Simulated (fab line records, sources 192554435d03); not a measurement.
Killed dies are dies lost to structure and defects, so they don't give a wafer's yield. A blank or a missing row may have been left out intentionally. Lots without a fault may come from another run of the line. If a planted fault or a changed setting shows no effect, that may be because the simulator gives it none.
fab line records -- flow n5-finfet -- part 2 of 2: steps 27 to 27 of 27
[record] lots = 6, wafers = 18, last-day = 17
route steps=1938 shown BEOL_M15@1789 PASSIVATION@1936
lots untouched by any fault: they come from a run of this same line in which no faults occurred
start-h: hours from the record's opening day to when the first of the lot's shown wafers began -- wait-h: hours since the lot's step before -- " same as the row above -- L1.1+2: several wafers, shown together as one row -- - value missing, or start not given -- * or withheld: withheld -- < > ~ a bound
route shown NAME@n: NAME is a module with steps in the file, n the number in the route of the first one -- usual: average and standard deviation across the fault-free wafers -- same: alike in all rows -- chamber/n: place in a boat -- sites: each site's reading -- _std_site: how widely they spread, as a standard deviation -- _edge_site: outer sites' mean less inner sites' -- radius-mm: how far each site lies from the wafer's centre -- mask NAME#n: copy n -- behind: the last tool/chamber to shape the wafer -- hold: cause of the lot's hold/its duration in hours/its outcome -- device: names the non-switching transistor (n, p or np) -- end of line: tests run on the same wafers once the route is complete -- where a step has no rows: the recipe by itself -- killed: not the wafer's yield, but the dies lost to structure and defects at the first sort -- map: a wafer's dies, x killed, . not, _ none there
set.NAME: the run value of the setting; set.NAME@STEP: its run value at that earlier step -- model.NAME: the simulator's own value behind a step, which no gauge read
a table for each step, a row for each wafer; lots at some steps of the route
services: the hour from which a tool's chamber was out of use, counted from the record's first day as start-h (under 0 if before that day), plus the number of hours and why
[[steps]]
[step N5_PASSIVATION_PROBE_49]
[usual] defect-limited-yield = 91.0/1.5, killed_at_M0_to_M3 = 36/12, killed_at_M4_up = 14/5.5, killed-at-contacts = 11/4.8, killed-at-front-end = 42/12, killed-at-other = 3.7/2.7, killed-dies = 106/18, killed-open = 70/13, killed-short = 35/8.2, sort_bin_5_function = 5.3/1, sort_bin_6_memory = 3.3/0.69, sort-n-pass = 1074/18, sort-yield-pct = 91.0/1.5
[same] gross-dies = 1180, killed-at-back-side = 0, sort_bin_4_leakage[%] = 0, sort_bin_8_speed[%] = 0
lot.wafer,tool,chamber,start-h,wait-h,defect-limited-yield[%],killed_at_M0_to_M3,killed_at_M4_up,killed-at-contacts,killed-at-front-end,killed-at-other,killed-dies,killed-open,killed-short,sort_bin_5_function[%],sort_bin_6_memory[%],sort-n-pass,sort-yield-pct[%]
L831.1,prober-01,-,299.59,0.0,92.2,27,12,19,34,0,92,65,27,5.2,2.5,1088,92.2
L831.2,prober-01,-,299.64,0.1,92.3,31,9,13,32,6,91,52,38,4.5,2.7,1089,92.3
L831.3,prober-01,-,299.69,0.1,92.8,25,16,11,27,6,85,54,31,4.6,2.1,1095,92.8
L836.2,prober-01,-,332.77,0.1,92.0,29,12,1,45,7,94,60,34,4.7,3.0,1086,92.0
L836.5,prober-01,-,332.92,0.2,90.1,44,9,8,50,6,117,76,41,6.3,3.4,1063,90.1
L836.6,prober-01,-,332.97,0.3,89.8,32,8,12,64,4,120,84,36,5.5,4.4,1060,89.8
L839.1,prober-01,-,361.63,0.0,90.8,40,18,22,27,2,109,78,26,4.7,4.2,1071,90.8
L839.3,prober-01,-,361.73,0.1,89.2,40,32,15,39,1,127,96,28,7.5,3.0,1053,89.2
L839.6,prober-01,-,361.88,0.3,92.1,34,16,23,18,2,93,72,21,4.7,3.1,1087,92.1
L842.2,prober-01,-,363.69,0.1,91.0,20,15,9,59,3,106,67,36,5.8,2.8,1074,91.0
L842.5,prober-01,-,363.84,0.2,91.1,35,16,14,29,11,105,65,40,4.8,3.9,1075,91.1
L842.6,prober-01,-,363.89,0.3,90.4,42,21,10,35,5,113,73,39,5.8,3.5,1067,90.4
L846.3,prober-01,-,399.74,0.1,90.7,38,14,10,45,3,110,72,38,5.7,3.1,1070,90.7
L846.4,prober-01,-,399.79,0.2,91.0,47,6,16,37,0,106,62,44,5.3,3.3,1074,91.0
L846.5,prober-01,-,399.84,0.2,87.5,61,12,12,62,1,148,98,50,7.7,4.7,1032,87.5
L849.1,prober-01,-,406.06,0.0,91.9,33,17,13,26,7,96,66,29,5.2,2.7,1084,91.9
L849.3,prober-01,-,406.16,0.1,90.8,33,18,18,32,8,109,79,30,5.1,3.7,1071,90.8
L849.4,prober-01,-,406.21,0.2,91.1,35,21,16,27,6,105,73,32,4.7,3.7,1075,91.1
// killed by level:class
L831.1 MOL_CONTACT_COAG:geometric-particle:open=10 MOL_CONTACT_COAG:geometric-particle:short=9 BEOL_M1:geometric-particle:open=8 DUMMY_GATE:geometric-particle:open=7 BEOL_M4:geometric-particle:open=7 BEOL_M0_SAQP:geometric-particle:short=6 FIN_SAQP:geometric-particle:open=5 STI_FIN_REVEAL:geometric-particle:open=5
L831.2 MOL_CONTACT_COAG:geometric-particle:open=11 BEOL_M3:geometric-particle:open=9 FIN_SAQP:geometric-particle:short=6 FIN_SAQP:geometric-particle:open=5 GATE_CUT:geometric-particle:short=5 BEOL_M1:geometric-particle:open=5 BEOL_M0_SAQP:geometric-particle:short=4 BEOL_M4:geometric-particle:open=4
L831.3 MOL_CONTACT_COAG:geometric-particle:open=10 BEOL_M4:geometric-particle:open=9 BEOL_M1:geometric-particle:open=8 FIN_SAQP:geometric-particle:short=6 BEOL_M3:geometric-particle:open=6 FIN_SAQP:geometric-particle:open=5 PASS1_CAP:geometric-particle:short=5 GATE_CUT:geometric-particle:short=3
L836.2 STI_FIN_REVEAL:geometric-particle:open=10 GATE_CUT:geometric-particle:short=8 BEOL_M1:geometric-particle:open=8 BEOL_M2:geometric-particle:open=6 BEOL_M7:geometric-particle:open=5 FIN_SAQP:geometric-particle:open=4 GATE_CUT:geometric-particle:open=4 BEOL_M3:geometric-particle:open=4
L836.5 BEOL_M0_SAQP:geometric-particle:short=11 BEOL_M1:geometric-particle:open=10 GATE_CUT:geometric-particle:open=9 BEOL_M0_SAQP:geometric-particle:open=8 GATE_CUT:geometric-particle:short=8 FIN_SAQP:geometric-particle:open=7 MOL_CONTACT_COAG:geometric-particle:open=7 BEOL_M3:geometric-particle:open=6
L836.6 FIN_SAQP:geometric-particle:open=23 MOL_CONTACT_COAG:geometric-particle:open=11 BEOL_M0_SAQP:geometric-particle:open=10 FIN_SAQP:geometric-particle:short=8 GATE_CUT:geometric-particle:open=6 GATE_CUT:geometric-particle:short=6 BEOL_M1:geometric-particle:open=6 BEOL_M3:geometric-particle:open=5
L839.1 MOL_CONTACT_COAG:geometric-particle:open=17 BEOL_M0_SAQP:geometric-particle:open=10 BEOL_M3:geometric-particle:open=9 STI_FIN_REVEAL:geometric-particle:open=8 BEOL_M0_SAQP:geometric-particle:short=8 BEOL_M2:geometric-particle:open=6 FIN_SAQP:geometric-particle:open=5 MOL_CONTACT_COAG:geometric-particle:short=5
L839.3 BEOL_M4:geometric-particle:open=16 BEOL_M2:geometric-particle:open=16 MOL_CONTACT_COAG:geometric-particle:open=11 BEOL_M3:geometric-particle:open=9 STI_FIN_REVEAL:geometric-particle:open=7 BEOL_M1:geometric-particle:open=6 BEOL_M5:geometric-particle:open=6 FIN_SAQP:geometric-particle:open=5
L839.6 MOL_CONTACT_COAG:geometric-particle:open=16 BEOL_M4:geometric-particle:open=12 BEOL_M2:geometric-particle:open=11 BEOL_M3:geometric-particle:open=9 MOL_CONTACT_COAG:geometric-particle:short=7 FIN_SAQP:geometric-particle:short=4 BEOL_M0_SAQP:geometric-particle:open=4 BEOL_M0_SAQP:geometric-particle:short=4
L842.2 FIN_SAQP:geometric-particle:short=14 FIN_SAQP:geometric-particle:open=13 MOL_CONTACT_COAG:geometric-particle:open=9 BEOL_M0_SAQP:geometric-particle:short=9 GATE_CUT:geometric-particle:open=8 STI_FIN_REVEAL:geometric-particle:open=7 DUMMY_GATE:geometric-particle:open=6 BEOL_M0_SAQP:geometric-particle:open=5
L842.5 MOL_CONTACT_COAG:geometric-particle:open=11 BEOL_M0_SAQP:geometric-particle:open=10 FIN_SAQP:geometric-particle:short=7 BEOL_M2:geometric-particle:open=7 BEOL_M0_SAQP:geometric-particle:short=6 FIN_SAQP:geometric-particle:open=5 BEOL_M1:geometric-particle:open=5 BEOL_M2:geometric-particle:short=5
L842.6 BEOL_M4:geometric-particle:open=13 BEOL_M0_SAQP:geometric-particle:short=11 BEOL_M0_SAQP:geometric-particle:open=9 BEOL_M2:geometric-particle:open=8 MOL_CONTACT_COAG:geometric-particle:open=7 FIN_SAQP:geometric-particle:short=6 STI_FIN_REVEAL:geometric-particle:open=6 DUMMY_GATE:geometric-particle:open=5
L846.3 FIN_SAQP:geometric-particle:open=12 BEOL_M2:geometric-particle:open=11 FIN_SAQP:geometric-particle:short=8 MOL_CONTACT_COAG:geometric-particle:open=8 BEOL_M0_SAQP:geometric-particle:open=6 BEOL_M3:geometric-particle:open=6 BEOL_M4:geometric-particle:open=5 BEOL_M5:geometric-particle:open=5
L846.4 MOL_CONTACT_COAG:geometric-particle:open=14 BEOL_M0_SAQP:geometric-particle:open=10 BEOL_M3:geometric-particle:open=9 FIN_SAQP:geometric-particle:open=6 BEOL_M0_SAQP:geometric-particle:short=6 BEOL_M1:geometric-particle:open=6 BEOL_M2:geometric-particle:open=6 ILD0:geometric-particle:short=5
L846.5 FIN_SAQP:geometric-particle:open=16 STI_FIN_REVEAL:geometric-particle:open=16 BEOL_M2:geometric-particle:open=16 FIN_SAQP:geometric-particle:short=12 BEOL_M0_SAQP:geometric-particle:short=11 MOL_CONTACT_COAG:geometric-particle:open=9 BEOL_M0_SAQP:geometric-particle:open=8 BEOL_M1:geometric-particle:open=7
L849.1 MOL_CONTACT_COAG:geometric-particle:open=11 BEOL_M3:geometric-particle:open=9 BEOL_M4:geometric-particle:open=9 GATE_CUT:geometric-particle:short=7 STI_FIN_REVEAL:geometric-particle:open=6 BEOL_M0_SAQP:geometric-particle:open=6 BEOL_M0_SAQP:geometric-particle:short=6 BEOL_M2:geometric-particle:open=5
L849.3 MOL_CONTACT_COAG:geometric-particle:open=12 BEOL_M4:geometric-particle:open=10 DUMMY_GATE:geometric-particle:open=9 BEOL_M0_SAQP:geometric-particle:open=8 FIN_SAQP:geometric-particle:open=7 BEOL_M0_SAQP:geometric-particle:short=7 BEOL_M5:geometric-particle:open=7 MOL_CONTACT_COAG:geometric-particle:short=6
L849.4 MOL_CONTACT_COAG:geometric-particle:open=14 BEOL_M4:geometric-particle:open=11 BEOL_M2:geometric-particle:open=9 BEOL_M3:geometric-particle:open=8 BEOL_M3:geometric-particle:short=7 DUMMY_GATE:geometric-particle:open=6 BEOL_M5:geometric-particle:open=5 FIN_SAQP:geometric-particle:short=4
[[services]]
tool,chamber,start-h,hours,kind
rie-diel-04,3,256.08,4.6,repair
rie-diel-04,-,270.47,28.1,pm
rie-diel-02,3,286.50,12.4,repair
rie-diel-02,1,298.96,-,clean
rie-diel-02,1,298.96,-,consumable-replace:focus-ring
rie-diel-02,1,298.96,24.0,scheduled-down
rie-diel-02,1,298.96,24.0,vent-cycle
rie-diel-04,2,300.05,8.2,repair
rie-diel-06,2,315.03,5.0,repair
rie-diel-04,2,334.34,3.7,repair
rie-diel-04,3,338.15,-,clean
rie-diel-04,3,338.15,-,consumable-replace:focus-ring
rie-diel-04,3,338.15,16.6,scheduled-down
rie-diel-04,3,338.15,16.6,vent-cycle
rie-diel-06,2,364.29,10.0,repair
rie-diel-06,-,368.95,1.7,repair
